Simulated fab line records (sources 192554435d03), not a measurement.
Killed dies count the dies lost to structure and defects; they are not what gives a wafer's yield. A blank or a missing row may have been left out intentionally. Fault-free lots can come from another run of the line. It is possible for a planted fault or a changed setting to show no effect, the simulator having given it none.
fab line records -- flow n5-finfet -- part 1 of 2: steps 1 to 18 of 25
record lots=5, wafers=15, last-day=20
route steps=1938 shown HKMG_FIN@448 GATE_CUT@465
lots with no fault: from the same line, run without faults
start-h: hours from the record's first day to the start of the lot's first wafer shown -- wait-h: hours from the lot's prior step to this one -- " the same as in the row above -- L1.1+2: a row that stands for several wafers -- - no value present, or no start provided -- * or withheld: withheld -- < > ~ a bound
route shown NAME@n: names a module that has steps shown in the file, with the first one's number in the route -- usual: the fault-free wafers' mean and standard deviation -- same: alike in all rows -- chamber/n: place in a boat -- sites: the reading at each site -- _std_site: how widely they spread, as a standard deviation -- _edge_site: inner sites' mean taken away from outer sites' mean -- radius-mm: how far each site lies from the wafer's centre -- mask NAME#n: copy n -- behind: the tool/chamber that last shaped the wafer -- hold: cause of the lot's hold/its duration in hours/its outcome -- device: which transistor (n, p or np) failed to switch -- end of line: at the end of the route, the tests of the same wafers -- for a step that has no rows: nothing shown but its recipe -- killed: dies lost to structure and defects at the first sort, not the wafer's yield -- map: dies across one wafer; x = killed, . = not, _ = none there
set.NAME: the setting as run; set.NAME@STEP: as run at that earlier step -- model.NAME: the simulator's own value behind a step, which no gauge read
a table for each step, a row for each wafer; lots at some steps of the route
services: from which hour (start-h, from the record's first day; less than 0 if before it) a tool's chamber was out of use, for how many hours, and why
## steps
# step N5_HKMG_FIN_NWFM_ALD_20
# recipe material=TiAlC, target-thk-a=20, temp-c=300, ald-precursor-family=TiCl4, ald-co-reactant=TEA, pulse-time-s=3, purge-time-s=2, co-reactant-purge-time-s=2, co-reactant-pulse-time-s=10, ald-cycles=7, pressure-torr=3
# usual heater-power-w=504/34, precursor-pulse-height-rel=0.999/0.021
lot.wafer,tool,chamber,start-h,wait-h,heater-power-w,precursor-pulse-height-rel
L074.1,ald-metal-01,3,77.72,0.3,536,0.985
L074.2,ald-metal-01,0,77.72,0.3,541,0.978
L074.6,ald-metal-01,3,77.72,0.3,547,0.996
L075.1,ald-metal-02,0,85.16,0.3,515,0.955
L075.3,ald-metal-02,3,85.16,0.3,530,0.977
L075.5,ald-metal-02,2,85.16,0.3,490,0.989
L083.2,ald-metal-01,1,131.45,0.3,468,1.015
L083.3,ald-metal-01,3,131.45,0.3,535,0.957
L083.4,ald-metal-01,0,131.45,0.3,543,1.003
L090.1,ald-metal-02,3,179.87,0.3,552,1.007
L090.3,ald-metal-02,0,179.87,0.3,515,1.004
L090.6,ald-metal-02,1,179.87,0.3,503,1.003
L094.3,ald-metal-01,3,220.22,0.1,535,0.996
L094.4,ald-metal-01,1,220.22,0.1,460,1.000
L094.5,ald-metal-01,0,220.22,0.1,536,1.006
# step N5_HKMG_FIN_ALD_71
# recipe material=TiN, target-thk-a=10, temp-c=400, ald-precursor-family=TiCl4, ald-co-reactant=NH3, pulse-time-s=1, purge-time-s=3, co-reactant-purge-time-s=2, co-reactant-pulse-time-s=2, ald-cycles=47, pressure-torr=3
# usual heater-power-w=899/61, precursor-pulse-height-rel=0.999/0.021
lot.wafer,tool,chamber,start-h,wait-h,heater-power-w,precursor-pulse-height-rel
L074.1,ald-metal-01,3,77.82,0.0,964,0.985
L074.2,ald-metal-01,0,77.82,0.0,951,0.984
L074.6,ald-metal-01,3,77.82,0.0,951,1.019
L075.1,ald-metal-02,0,85.26,0.0,933,1.036
L075.3,ald-metal-02,3,85.26,0.0,943,1.002
L075.5,ald-metal-02,2,85.26,0.0,863,1.026
L083.2,ald-metal-01,1,131.55,0.0,812,1.011
L083.3,ald-metal-01,3,131.55,0.0,960,0.973
L083.4,ald-metal-01,0,131.55,0.0,942,1.000
L090.1,ald-metal-02,3,179.97,0.0,968,1.018
L090.3,ald-metal-02,0,179.97,0.0,918,1.029
L090.6,ald-metal-02,1,179.97,0.0,881,1.007
L094.3,ald-metal-01,3,220.32,0.0,952,0.968
L094.4,ald-metal-01,1,220.32,0.0,817,0.998
L094.5,ald-metal-01,0,220.32,0.0,975,0.990
# step N5_HKMG_FIN_COAT_66
# recipe resist=SOC, temp-c=250, time-s=60, spin-rpm=1500, resist-thk-nm=300
# usual heater-power-total-W=500.4/1.8
lot.wafer,tool,chamber,start-h,wait-h,heater-power-total-W
L074.1,litho-track-02,0,78.09,0.2,502.8
L074.2,litho-track-02,0,78.09,0.2,497.4
L074.6,litho-track-02,0,78.09,0.2,500.0
L075.1,litho-track-03,0,85.53,0.2,497.9
L075.3,litho-track-03,0,85.53,0.2,501.2
L075.5,litho-track-03,0,85.53,0.2,500.6
L083.2,litho-track-03,0,131.83,0.2,500.9
L083.3,litho-track-03,0,131.83,0.2,500.4
L083.4,litho-track-03,0,131.83,0.2,503.1
L090.1,litho-track-02,0,180.25,0.2,501.0
L090.3,litho-track-02,0,180.25,0.2,498.4
L090.6,litho-track-02,0,180.25,0.2,497.9
L094.3,litho-track-03,0,220.60,0.2,502.8
L094.4,litho-track-03,0,220.60,0.2,498.7
L094.5,litho-track-03,0,220.60,0.2,500.1
# step N5_HKMG_FIN_ETCH_67
# recipe chemistry=N2/H2, target=SOC, target-depth-a=3889, stop-on=TiN, ion-energy-ev=100, bias-w=61, pressure-mtorr=30, source-w=850, n2-flow-sccm=200, h2-flow-sccm=200
# usual drypump-motor-current-A=5.7/0.44, oes-product-au=0.74/0.064, rf-vpp-V=241.0/1, showerhead-plenum-p-Torr=2.57/0.047, throttle-valve-pct=17.83/0.19
lot.wafer,tool,chamber,start-h,wait-h,drypump-motor-current-A,oes-product-au,rf-hours-counter-h,rf-vpp-V,showerhead-plenum-p-Torr,throttle-valve-pct
L074.1,rie-diel-05,2,78.21,-,5.7,0.75,167,240.1,2.53,17.59
L074.2,rie-diel-05,0,78.21,-,6.2,0.78,98,241.8,2.56,17.76
L074.6,rie-diel-05,0,78.21,-,6.2,0.77,-,240.4,2.56,17.76
L075.1,rie-diel-05,3,85.60,-,5.5,0.76,140,241.7,2.66,17.70
L075.3,rie-diel-05,2,85.60,-,5.7,0.74,170,241.2,2.53,17.61
L075.5,rie-diel-05,3,85.60,-,5.5,0.75,-,242.2,2.66,17.72
L083.2,rie-diel-02,2,131.89,-,4.9,0.75,144,239.8,2.54,18.06
L083.3,rie-diel-02,3,131.89,-,5.8,0.71,212,243.0,2.63,18.01
L083.4,rie-diel-02,0,131.89,-,6.3,0.87,43,241.2,2.58,17.67
L090.1,rie-diel-02,2,180.31,-,4.9,0.73,161,240.1,2.54,18.09
L090.3,rie-diel-02,3,180.31,-,5.8,0.70,227,241.7,2.62,18.05
L090.6,rie-diel-02,1,180.31,-,5.7,0.73,-,240.9,2.54,17.93
L094.3,rie-diel-02,0,220.67,-,6.2,0.81,75,242.4,2.57,17.70
L094.4,rie-diel-02,2,220.67,-,4.9,0.72,-,239.7,2.53,18.11
L094.5,rie-diel-02,0,220.67,-,6.2,0.82,-,242.6,2.57,17.70
# step N5_HKMG_FIN_STRIP_90
# recipe chemistry=N2/H2, material=SOC, time-s=20, power-w=500, temp-c=40, pressure-mtorr=50, rf-frequency-hz=6e+07, bias-power-w=8, h2-frac=0.5, n2-flow-sccm=300, h2-flow-sccm=300
# usual drypump-motor-current-A=5.7/0.45, oes-product-au=0.75/0.064, power-w=500.3/1.4, rf-vpp-V=54.2/0.88, showerhead-plenum-p-Torr=3.39/0.06, throttle-valve-pct=19.0/0.31
lot.wafer,tool,chamber,start-h,wait-h,drypump-motor-current-A,oes-product-au,power-w,rf-hours-counter-h,rf-vpp-V,showerhead-plenum-p-Torr,throttle-valve-pct
L074.1,rie-diel-05,2,78.27,0.0,5.7,0.75,500.9,168,54.0,3.35,18.8
L074.2,rie-diel-05,0,78.27,0.0,6.2,0.79,502.2,98,53.6,3.38,18.9
L074.6,rie-diel-05,0,78.27,0.0,6.2,0.79,501.1,-,54.5,3.38,18.9
L075.1,rie-diel-05,3,85.66,0.0,5.5,0.77,500.9,141,54.6,3.50,18.8
L075.3,rie-diel-05,2,85.66,0.0,5.7,0.74,498.8,170,54.7,3.35,18.8
L075.5,rie-diel-05,3,85.66,0.0,5.5,0.77,498.1,-,53.4,3.50,18.8
L083.2,rie-diel-02,2,131.95,0.0,4.9,0.76,497.8,144,53.3,3.36,19.5
L083.3,rie-diel-02,3,131.95,0.0,5.8,0.71,500.5,212,54.4,3.46,19.3
L083.4,rie-diel-02,0,131.95,0.0,6.2,0.87,498.5,43,54.9,3.41,18.8
L090.1,rie-diel-02,2,180.37,0.0,4.9,0.75,500.7,161,53.8,3.35,19.6
L090.3,rie-diel-02,3,180.37,0.0,5.8,0.71,498.3,227,55.3,3.45,19.4
L090.6,rie-diel-02,1,180.37,0.0,5.7,0.73,501.3,-,53.6,3.35,19.1
L094.3,rie-diel-02,0,220.73,0.0,6.2,0.83,500.9,75,53.4,3.39,18.9
L094.4,rie-diel-02,2,220.73,0.0,4.9,0.73,498.5,-,54.4,3.34,19.6
L094.5,rie-diel-02,0,220.73,0.0,6.2,0.83,502.6,-,54.4,3.39,18.9
# step N5_HKMG_FIN_WET_ETCH_73
# recipe chemistry=SC1, mix=1:2:40, temp-c=50, time-s=42.3, target-depth-nm=1.3, dry=ipa-marangoni, rinse-time-s=30, rinse-temp-c=23
lot.wafer,tool,chamber,start-h,wait-h
L074.1+2+6,wet-bench-04,"0,7,4",78.37,0.1
L075.1+3+5,wet-bench-02,"0,6,1",85.76,0.1
L083.2+3+4,wet-bench-01,"6,4,5",132.05,0.1
L090.1+3+6,wet-bench-01,"7,3,4",180.47,0.1
L094.3+4+5,wet-bench-01,"1,5,2",220.84,0.1
# step N5_HKMG_FIN_ETCHBACK_68
# recipe chemistry=Cl2/Ar, stop-on=HfO2, target-depth-a=5, pressure-mtorr=10, icp-w=600, bias-w=60, Cl2_flow_sccm=40, Ar_flow_sccm=60
# usual drypump-motor-current-A=6.2/0.41, mfc-ar-sccm=60.03/0.17, oes_ar_750_au=0.80/0.11, oes-product-au=0.80/0.11, throttle-valve-pct=20.84/0.11
lot.wafer,tool,chamber,start-h,wait-h,drypump-motor-current-A,mfc-ar-sccm,oes_ar_750_au,oes-product-au,rf-hours-counter-h,throttle-valve-pct
L074.1,rie-metal-02,1,78.46,0.0,5.5,59.92,0.62,0.61,130,21.02
L074.2,rie-metal-02,0,78.46,0.0,6.4,60.00,0.59,0.59,132,21.00
L074.6,rie-metal-02,1,78.46,0.0,5.6,59.84,0.62,0.61,-,21.01
L075.1,rie-metal-01,1,85.82,0.0,6.5,59.77,0.81,0.81,35,20.84
L075.3,rie-metal-01,1,85.82,0.0,6.5,59.83,0.82,0.81,-,20.84
L075.5,rie-metal-01,1,85.82,0.0,6.5,59.89,0.81,0.80,-,20.83
L083.2,rie-metal-02,1,132.11,0.0,5.5,60.20,0.61,0.60,132,21.02
L083.3,rie-metal-02,0,132.11,0.0,6.4,59.76,0.59,0.58,-,21.02
L083.4,rie-metal-02,1,132.11,0.0,5.5,59.93,0.61,0.61,-,21.02
L090.1,rie-metal-02,1,180.64,0.1,5.5,59.93,0.94,0.93,2,20.78
L090.3,rie-metal-02,1,180.64,0.1,5.6,59.96,0.93,0.93,-,20.80
L090.6,rie-metal-02,1,180.64,0.1,5.6,60.24,0.93,0.92,-,20.81
L094.3,rie-metal-03,1,220.94,0.1,6.5,60.16,0.92,0.92,-,20.81
L094.4,rie-metal-03,0,220.94,0.1,5.7,59.99,0.82,0.80,-,20.79
L094.5,rie-metal-03,1,220.94,0.1,6.5,59.97,0.92,0.91,-,20.85
# step N5_HKMG_FIN_STRIP_69
# recipe chemistry=N2/H2, power-w=2500, temp-c=300, h2-frac=0.65, time-s=360, pressure-mtorr=withheld, n2-flow-sccm=1750, h2-flow-sccm=3250
# usual drypump-motor-current-A=5.25/0.2, heater-power-w=481/29
lot.wafer,tool,chamber,start-h,wait-h,drypump-motor-current-A,heater-power-w,rf-hours-counter-h
L074.1,plasma-asher-02,1,78.60,0.1,5.32,498,37
L074.2,plasma-asher-02,0,78.60,0.1,5.40,490,37
L074.6,plasma-asher-02,0,78.60,0.1,5.37,498,-
L075.1,plasma-asher-02,1,86.08,0.2,5.35,508,38
L075.3,plasma-asher-02,0,86.08,0.2,5.39,502,-
L075.5,plasma-asher-02,1,86.08,0.2,5.32,507,-
L083.2,plasma-asher-02,1,132.25,0.1,5.31,523,48
L083.3,plasma-asher-02,1,132.25,0.1,5.33,501,-
L083.4,plasma-asher-02,0,132.25,0.1,5.40,486,-
L090.1,plasma-asher-01,1,180.91,0.2,4.92,432,106
L090.3,plasma-asher-01,1,180.91,0.2,4.92,440,-
L090.6,plasma-asher-01,0,180.91,0.2,5.35,498,-
L094.3,plasma-asher-02,0,221.16,0.2,5.40,487,-
L094.4,plasma-asher-02,1,221.16,0.2,5.30,503,-
L094.5,plasma-asher-02,1,221.16,0.2,5.31,507,-
# step N5_HKMG_FIN_ALD_21
# recipe material=TiN, target-thk-a=15, temp-c=400, ald-precursor-family=TiCl4, ald-co-reactant=NH3, pulse-time-s=1, purge-time-s=3, co-reactant-purge-time-s=2, co-reactant-pulse-time-s=2, ald-cycles=68, pressure-torr=3
# usual heater-power-w=892/60, precursor-pulse-height-rel=1.000/0.019
lot.wafer,tool,chamber,start-h,wait-h,heater-power-w,precursor-pulse-height-rel
L074.1,ald-metal-03,1,78.99,0.3,769,0.992
L074.2,ald-metal-03,0,78.99,0.3,867,1.026
L074.6,ald-metal-03,2,78.99,0.3,896,0.980
L075.1,ald-metal-03,1,86.46,0.3,803,1.025
L075.3,ald-metal-03,2,86.46,0.3,885,1.014
L075.5,ald-metal-03,0,86.46,0.3,868,1.024
L083.2,ald-metal-03,2,132.63,0.3,915,0.994
L083.3,ald-metal-03,0,132.63,0.3,885,0.984
L083.4,ald-metal-03,1,132.63,0.3,789,1.004
L090.1,ald-metal-02,2,181.29,0.3,841,0.999
L090.3,ald-metal-02,0,181.29,0.3,909,0.982
L090.6,ald-metal-02,0,181.29,0.3,926,0.989
L094.3,ald-metal-02,3,221.42,0.1,974,1.005
L094.4,ald-metal-02,3,221.42,0.1,971,0.994
L094.5,ald-metal-02,1,221.42,0.1,908,0.981
# step N5_HKMG_FIN_ALD_72
# recipe material=W, target-thk-a=20, temp-c=300, pressure-torr=7.5, ald-precursor-family=WF6, ald-co-reactant=B2H6, pulse-time-s=1, purge-time-s=2, co-reactant-purge-time-s=2, co-reactant-pulse-time-s=3, ald-cycles=7
# usual heater-power-w=474/46, precursor-pulse-height-rel=1.000/0.019
lot.wafer,tool,chamber,start-h,wait-h,heater-power-w,precursor-pulse-height-rel
L074.1,cvd-w-02,1,79.35,0.2,476,1.017
L074.2,cvd-w-02,0,79.35,0.2,493,0.998
L074.6,cvd-w-02,1,79.35,0.2,467,1.009
L075.1,cvd-w-02,0,86.83,0.2,487,1.044
L075.3,cvd-w-02,0,86.83,0.2,484,0.998
L075.5,cvd-w-02,0,86.83,0.2,476,0.979
L083.2,cvd-w-01,0,133.01,0.2,413,1.030
L083.3,cvd-w-01,0,133.01,0.2,415,0.980
L083.4,cvd-w-01,0,133.01,0.2,428,0.998
L090.1,cvd-w-01,0,181.65,0.2,410,0.959
L090.3,cvd-w-01,1,181.65,0.2,542,0.994
L090.6,cvd-w-01,0,181.65,0.2,420,0.975
L094.3,cvd-w-01,1,221.81,0.2,548,1.030
L094.4,cvd-w-01,0,221.81,0.2,405,1.003
L094.5,cvd-w-01,1,221.81,0.2,547,1.007
# step N5_HKMG_FIN_W_FILL_22
# recipe material=W, target-thk-a=600, temp-c=400, pressure-torr=39.4, time-s=18.2
# usual heater-power-w=849/83, throttle-valve-pct=19.0/0.86
lot.wafer,tool,chamber,start-h,wait-h,heater-power-w,throttle-valve-pct
L074.1,cvd-w-02,1,79.41,0.0,814,18.9
L074.2,cvd-w-02,0,79.41,0.0,870,17.9
L074.6,cvd-w-02,1,79.41,0.0,829,18.9
L075.1,cvd-w-02,0,86.89,0.0,876,17.9
L075.3,cvd-w-02,0,86.89,0.0,872,17.8
L075.5,cvd-w-02,0,86.89,0.0,873,17.9
L083.2,cvd-w-01,0,133.13,0.1,745,20.0
L083.3,cvd-w-01,0,133.13,0.1,741,20.3
L083.4,cvd-w-01,0,133.13,0.1,742,20.2
L090.1,cvd-w-01,0,181.71,0.0,740,20.3
L090.3,cvd-w-01,1,181.71,0.0,958,18.6
L090.6,cvd-w-01,0,181.71,0.0,736,20.3
L094.3,cvd-w-01,1,221.86,0.0,964,18.7
L094.4,cvd-w-01,0,221.86,0.0,747,20.4
L094.5,cvd-w-01,1,221.86,0.0,1008,18.6
# step N5_HKMG_FIN_PRECLEAN_83
# recipe chemistry=DIW, time-s=57.5, temp-c=23
lot.wafer,tool,chamber,start-h,wait-h
L074.1+2+6,wet-bench-02,"3,7,4",79.47,0.0
L075.1+3+5,wet-bench-01,"4,5,0",86.95,0.0
L083.2+3+4,wet-bench-02,"6,5,7",133.20,0.1
L090.1+3+6,wet-bench-04,"4,1,2",181.77,0.0
L094.3+4+5,wet-bench-01,"7,3,0",221.91,0.0
# step N5_HKMG_FIN_SRD_84
# recipe dry-time-s=32, dry=n2-spin, spin-rpm=1500
lot.wafer,tool,chamber,start-h,wait-h
L074.1+2+6,wet-bench-02,"3,7,4",79.49,0.0
L075.1+3+5,wet-bench-01,"4,5,0",86.97,0.0
L083.2+3+4,wet-bench-02,"6,5,7",133.22,0.0
L090.1+3+6,wet-bench-04,"4,1,2",181.79,0.0
L094.3+4+5,wet-bench-01,"7,3,0",221.92,0.0
# step N5_HKMG_FIN_CMP_23
# recipe stop-on=SiNx, t-overpolish-s=10, post-cmp-clean=rinse-only, down-force-psi=4, platen-rpm=50.289, pad-velocity-m-s=1.0006, target-thk-nm=46.326
# usual edge-zone-pressure-frac=1.000/0.005, motor-current-A=12.4/1.3, overpolish-run-s=9.999/0.021, time-to-endpoint-s=12.3/2.2
lot.wafer,tool,chamber,start-h,wait-h,edge-zone-pressure-frac,motor-current-A,overpolish-run-s,time-to-endpoint-s
L074.1,cmp-03,2,79.52,0.0,1.008,12.9,9.985,9.6
L074.2,cmp-03,1,79.52,0.0,1.013,12.7,10.013,10.7
L074.6,cmp-03,3,79.52,0.0,1.003,12.9,9.996,11.9
L075.1,cmp-01,0,87.00,0.0,0.999,10.7,10.012,16.0
L075.3,cmp-01,3,87.00,0.0,0.998,12.5,9.996,15.4
L075.5,cmp-01,1,87.00,0.0,1.005,11.9,10.002,12.9
L083.3,cmp-02,1,133.25,0.0,1.006,10.8,10.002,14.1
L083.2,cmp-02,3,133.25,0.0,1.006,11.9,9.997,12.1
L083.4,cmp-02,0,133.25,0.0,1.000,15.4,10.012,14.3
L090.1,cmp-02,3,181.98,0.2,1.007,10.8,10.007,11.3
L090.3,cmp-02,0,181.98,0.2,1.006,14.2,9.992,11.6
L090.6,cmp-02,2,181.98,0.2,1.014,13.9,9.996,11.1
L094.3,cmp-01,0,222.08,0.1,0.993,11.0,9.993,11.4
L094.4,cmp-01,1,222.08,0.1,0.997,12.0,9.998,9.7
L094.5,cmp-01,1,222.08,0.1,1.004,12.4,10.023,8.7
# step N5_HKMG_FIN_CMP_94
# recipe stop-on=SiNx, post-cmp-clean=w-dilute-nh4oh, t-overpolish-s=4.7, down-force-psi=4, platen-rpm=50.289, pad-velocity-m-s=1.0006, target-thk-nm=43.299
# usual edge-zone-pressure-frac=1.001/0.0047, motor-current-A=12.4/1.3
lot.wafer,tool,chamber,start-h,wait-h,edge-zone-pressure-frac,motor-current-A
L074.1,cmp-03,2,80.00,0.4,1.004,13.6
L074.2,cmp-03,1,80.00,0.4,1.002,12.1
L074.6,cmp-03,3,80.00,0.4,0.999,13.1
L075.1,cmp-01,0,87.48,0.4,1.004,10.2
L075.3,cmp-01,3,87.48,0.4,1.000,11.8
L075.5,cmp-01,1,87.48,0.4,0.999,12.2
L083.3,cmp-02,1,133.73,0.4,1.001,9.8
L083.2,cmp-02,3,133.73,0.4,1.001,11.1
L083.4,cmp-02,0,133.73,0.4,0.994,14.2
L090.1,cmp-02,3,182.36,0.3,0.996,11.3
L090.3,cmp-02,0,182.36,0.3,1.002,15.4
L090.6,cmp-02,2,182.36,0.3,1.005,14.5
L094.3,cmp-01,0,222.56,0.4,1.004,11.1
L094.4,cmp-01,1,222.56,0.4,1.007,11.7
L094.5,cmp-01,1,222.56,0.4,1.002,12.4
# step N5_HKMG_FIN_INSPECT_28
# recipe inspect-instrument=darkfield, mode=post-cmp
# usual raw-defect-count=41/17
lot.wafer,tool,chamber,start-h,wait-h,raw-defect-count
L074.1,defect-inspect-01,-,80.23,0.0,21
L074.2,defect-inspect-01,-,80.23,0.0,47
L074.6,defect-inspect-01,-,80.23,0.0,38
L075.1,defect-inspect-02,-,87.71,0.0,18
L075.3,defect-inspect-02,-,87.71,0.0,36
L075.5,defect-inspect-02,-,87.71,0.0,35
L083.2,defect-inspect-01,-,133.96,0.0,61
L083.3,defect-inspect-01,-,133.96,0.0,40
L083.4,defect-inspect-01,-,133.96,0.0,37
L090.1,defect-inspect-02,-,182.53,0.0,37
L090.3,defect-inspect-02,-,182.53,0.0,63
L090.6,defect-inspect-02,-,182.53,0.0,31
L094.3,defect-inspect-02,-,222.79,0.0,44
L094.4,defect-inspect-02,-,222.79,0.0,40
L094.5,defect-inspect-02,-,222.79,0.0,38
# step N5_GATE_CUT_ETCHBACK_00
# recipe chemistry=SF6/Cl2, target=W, pressure-mtorr=8, icp-w=900, bias-w=80, SF6_flow_sccm=40, Cl2_flow_sccm=60
# usual drypump-motor-current-A=6.1/0.43, oes-product-au=0.83/0.1, throttle-valve-pct=27.48/0.091
lot.wafer,tool,chamber,start-h,wait-h,drypump-motor-current-A,oes-product-au,rf-hours-counter-h,throttle-valve-pct
L074.1,rie-metal-03,1,80.27,0.0,6.5,0.62,127,27.69
L074.2,rie-metal-03,0,80.27,0.0,5.7,0.89,13,27.48
L074.6,rie-metal-03,0,80.27,0.0,5.6,0.88,-,27.45
L075.1,rie-metal-02,0,87.74,0.0,6.5,0.59,132,27.59
L075.3,rie-metal-02,0,87.74,0.0,6.5,0.59,-,27.60
L075.5,rie-metal-02,1,87.74,0.0,5.6,0.62,-,27.52
L083.2,rie-metal-03,1,134.00,0.0,6.6,0.60,131,27.70
L083.3,rie-metal-03,1,134.00,0.0,6.5,0.61,-,27.70
L083.4,rie-metal-03,0,134.00,0.0,5.7,0.85,-,27.46
L090.1,rie-metal-02,1,182.57,0.0,5.5,0.95,3,27.42
L090.3,rie-metal-02,1,182.57,0.0,5.6,0.95,-,27.43
L090.6,rie-metal-02,1,182.57,0.0,5.6,0.95,-,27.43
L094.3,rie-metal-03,0,222.86,0.1,5.7,0.82,-,27.48
L094.4,rie-metal-03,1,222.86,0.1,6.6,0.94,-,27.49
L094.5,rie-metal-03,0,222.86,0.1,5.7,0.82,-,27.49
# step N5_GATE_CUT_ETCH_56
# recipe chemistry=Cl2/Ar, target=TiN, target-depth-a=216, pressure-mtorr=10, icp-w=600, bias-w=60, Cl2_flow_sccm=40, Ar_flow_sccm=60
# usual drypump-motor-current-A=6.1/0.43, mfc-ar-sccm=59.99/0.19, oes_ar_750_au=0.82/0.098, oes-product-au=0.83/0.1, throttle-valve-pct=20.81/0.11
lot.wafer,tool,chamber,start-h,wait-h,drypump-motor-current-A,mfc-ar-sccm,oes_ar_750_au,oes-product-au,rf-hours-counter-h,throttle-valve-pct
L074.1,rie-metal-03,1,80.39,0.1,6.5,60.07,0.61,0.62,127,21.10
L074.2,rie-metal-03,0,80.39,0.1,5.7,60.03,0.89,0.88,14,20.70
L074.6,rie-metal-03,0,80.39,0.1,5.6,60.03,0.88,0.89,-,20.72
L075.1,rie-metal-02,0,87.86,0.1,6.4,60.29,0.59,0.59,132,21.00
L075.3,rie-metal-02,0,87.86,0.1,6.5,60.22,0.59,0.59,-,20.97
L075.5,rie-metal-02,1,87.86,0.1,5.5,59.74,0.61,0.61,-,21.00
L083.2,rie-metal-03,1,134.12,0.1,6.5,59.71,0.60,0.61,131,21.11
L083.3,rie-metal-03,1,134.12,0.1,6.5,59.80,0.60,0.61,-,21.12
L083.4,rie-metal-03,0,134.12,0.1,5.7,59.78,0.85,0.85,-,20.75
L090.1,rie-metal-02,1,182.81,0.2,5.6,60.05,0.94,0.95,3,20.77
L090.3,rie-metal-02,1,182.81,0.2,5.5,60.04,0.93,0.95,-,20.77
L090.6,rie-metal-02,1,182.81,0.2,5.5,60.19,0.93,0.94,-,20.77
L094.3,rie-metal-03,0,222.97,0.1,5.6,60.12,0.82,0.81,-,20.76
L094.4,rie-metal-03,1,222.97,0.1,6.5,60.35,0.92,0.93,-,20.81
L094.5,rie-metal-03,0,222.97,0.1,5.7,59.80,0.82,0.82,-,20.78
